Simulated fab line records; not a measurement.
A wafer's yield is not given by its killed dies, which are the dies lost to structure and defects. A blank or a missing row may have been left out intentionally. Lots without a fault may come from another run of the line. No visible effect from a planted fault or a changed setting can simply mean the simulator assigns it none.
Chamber matching	flow n5 finfet	N5_BEOL_M5_CO_CAP_78 on cvd co-01: 3 sister chambers
The step material Co, precursor CCTBA/H2, target thk 2 nm, time 102.1 s. 27 wafers are shown with their chamber, then 12 later ones without.

WAFERS WITH THEIR CHAMBER
wafer	chamber	heater power w (W)
L075.2	0	222
L075.3	2	235
L075.4	1	243
L077.1	2	238
L077.2	1	243
L077.5	1	241
L078.1	2	238
L078.3	0	228
L078.5	2	233
L079.3	1	247
L079.5	2	239
L079.6	0	228
L085.2	0	224
L085.3	1	237
L085.6	2	235
L086.1	1	241
L086.4	2	231
L086.6	0	226
L088.2	0	222
L088.4	0	224
L088.5	2	231
L090.1	1	246
L090.4	1	249
L090.5	2	232
L093.1	1	246
L093.3	0	229
L093.5	0	218

SIGNATURES (means of the wafers above)
reading	chamber 0	chamber 1	chamber 2	scatter within a chamber
heater power w	224.56	243.67	234.67	3.48
Rule: distance of a wafer from a chamber = root of the sum over the readings of ((wafer's reading minus chamber's mean) / reading's scatter) squared. If the next closest chamber is less than 2 further off than the closest, the wafer can't be placed; otherwise it belongs to the closest. The scatter: take each reading less its chamber's mean, square it, sum over the shown wafers, divide by the number of wafers less the number of chambers, and take the root.

WAFERS MISSING THEIR CHAMBER
wafer	heater power w (W)
L092.1	224
L092.2	238
L092.5	238
L091.1	226
L091.4	232
L091.6	240
L095.1	221
L095.2	250
L095.4	245
L094.1	226
L094.4	239
L094.5	248

CHAMBER TAKEN BY EACH
wafer	from the rows above	in truth
L092.1	0	0
L092.2	can't be placed: 2 or 1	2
L092.5	can't be placed: 2 or 1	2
L091.1	0	0
L091.4	can't be placed: 2 or 0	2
L091.6	can't be placed: 1 or 2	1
L095.1	0	0
L095.2	1	1
L095.4	1	1
L094.1	0	0
L094.4	can't be placed: 2 or 1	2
L094.5	1	1
Correct placement for 7 of the 12. Unplaceable from these rows: 5, with the true chamber sitting among the candidates in 5. Placed wrongly: 0.
